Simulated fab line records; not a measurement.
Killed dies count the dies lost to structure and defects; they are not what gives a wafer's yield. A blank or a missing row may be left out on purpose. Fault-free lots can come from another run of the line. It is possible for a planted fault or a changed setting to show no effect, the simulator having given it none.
Struck lot and sound lot, side by side | flow n5-finfet | 34 steps out of a route of 1938
Sound: wafers L874.1, L874.2, L874.6. Struck: wafer L882.1 (left out: L882.4, L882.5 of the same lot, which were not struck); the cause appears at the end.
Order at every step that has rows: each side's tool, ch and its chambers, its first start. Under that, the readings that differ: sound wafers | struck wafers | difference of the means | sigmas: that difference in standard deviations of wafers without a fault.
alike: readings whose means differ by less than 2 such deviations, and words and numbers that are the same on both sides. not compared: withheld readings, readings that some wafer has no value for, bounds like >300 that may hide the same value, and numbers for which the record gives no deviation and whose values overlap.
The two part at a step that has a row with sigmas, a row that says differs or no value, or rows on one side only. Numbers that don't overlap but have no deviation are shown without sigmas and don't part them. A reading that every wafer of one side lacks parts them only if that side has two wafers or more.

first, 9 steps without rows for these wafers: N5_BEOL_M10_DEVELOP_27 (develop time 30 s); N5_BEOL_M10_DESCUM_33 (chemistry O2, time 7.9 s); N5_BEOL_M10_ETCH_65 (etches SiARC in CF4, target depth 39 nm, time 65 s); N5_BEOL_M10_ETCH_66 (etches SOC in N2/H2, target depth 120 nm, overetch 24 nm, time 180 s); N5_BEOL_M10_STRIP_69 (strips in N2/H2); N5_BEOL_M10_VIA_ETCH_34 (etches SiCOH lowk in C4F6/O2, target depth 184.5 nm, time 69.2 s); N5_BEOL_M10_STRIP_73 (strips in C4F6/O2); N5_BEOL_M10_STRIP_36 (strips in N2/H2); N5_BEOL_M10_TRENCH_ETCH_37 (etches SiCOH lowk in C4F6/O2, target depth 148.83 nm, time 48 s).
N5_BEOL_M10_ETCH_41: etches SiCN in CH3F/O2, target depth 42.6 nm, time 86 s.
  sound on rie-diel-03 ch 0,1,3, day 9 13:53; struck on rie-diel-03 ch 0, day 12 05:03
  reading               | sound          | struck | difference | sigmas
  oes-product-au (a.u.) | 0.69 0.79 0.72 | 0.92   | +0.19      | +2
  alike: drypump-motor-current-A, rf-vpp-V, showerhead-plenum-p-Torr, throttle-valve-pct
  not compared: rf-hours-counter-h
then, 23 steps without rows for these wafers: N5_BEOL_M10_STRIP_77 (strips in N2/H2, time 10 s); N5_BEOL_M10_HM_STRIP_39 (strips TiN in peroxide tin strip, target depth 25 nm, time 158 s); N5_BEOL_M10_SRD_40 (time 30 s); N5_BEOL_M10_PRECLEAN_42 (cleans in residue remover, time 60 s); N5_BEOL_M10_SRD_43 (time 30 s); N5_BEOL_M10_CURE_72 (cures SiCOH lowk, time 120 s); N5_BEOL_M10_DEGAS_44 (time 60 s); N5_BEOL_M10_PRE_CLEAN_45 (time 30 s); N5_BEOL_M10_ALD_74 (deposits TaN, target thk 2 nm, pulse time 2 s, purge time 3 s); N5_BEOL_M10_SURFACE_TREAT_76; N5_BEOL_M10_CVD_75 (deposits Co from CCTBA/H2, target thk 2 nm, time 138.9 s); N5_BEOL_M10_SPUTTER_48 (material Cu, target thk 12 nm, time 2 s); N5_BEOL_M10_ECD_50 (material Cu, target thk 318 nm); N5_BEOL_M10_ANNEAL_51 (time 90 s); N5_BEOL_M10_CMP_52 (polishes, stops on SiCOH lowk, t overpolish 7 s, target thk 140 nm); N5_BEOL_M10_PRE_CLEAN_55 (time 15 s); N5_BEOL_M10_DEP_56 (deposits SiCN from 3MS/NH3, target thk 15 nm, time 26.5 s); N5_BEOL_M11_ILD_DEP_00 (deposits SiCOH lowk from DEMS/porogen, target thk 308.51 nm, time 58 s); N5_BEOL_M11_CURE_71 (cures SiCOH lowk, time 240 s); N5_BEOL_M11_PECVD_70 (deposits SiO2 from TEOS/O2, target thk 20 nm, time 22.7 s); N5_BEOL_M11_HM_DEP_02 (deposits TiN, target thk 20 nm); N5_BEOL_M11_COAT_59 (time 60 s, resist thk 100 nm); N5_BEOL_M11_COAT_60 (time 60 s, resist thk 30 nm).
N5_PASSIVATION_PROBE_49:
  sound on prober-02 at day 12 00:28; struck on prober-01 at day 14 02:07
  reading                  | sound          | struck | difference | sigmas
  defect-limited-yield (%) | 90.4 91.7 90.7 | 82.1   | -8.8       | -6
  killed_at_M4_up          | 8 13 5         | 118    | +109       | +24
  killed-dies              | 113 98 110     | 211    | +104       | +6
  sort_bin_5_function (%)  | 5.3 4.5 4.4    | 11.5   | +6.8       | +8
  sort-n-pass              | 1066 1082 1070 | 969    | -104       | -6
  sort-yield-pct (%)       | 90.3 91.7 90.7 | 82.1   | -8.8       | -6
  alike: killed_at_M0_to_M3, killed-at-contacts, killed-at-front-end, killed-at-other, killed-open, killed-short, sort_bin_6_memory, sort_bin_8_speed

== WHERE THEY PART ==
First at N5_BEOL_M10_ETCH_41; last, within this record, at N5_PASSIVATION_PROBE_49.

WHY: the cause the simulator had injected
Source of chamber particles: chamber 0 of rie-diel-03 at N5_BEOL_M10_ETCH_41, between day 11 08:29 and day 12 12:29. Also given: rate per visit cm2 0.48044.
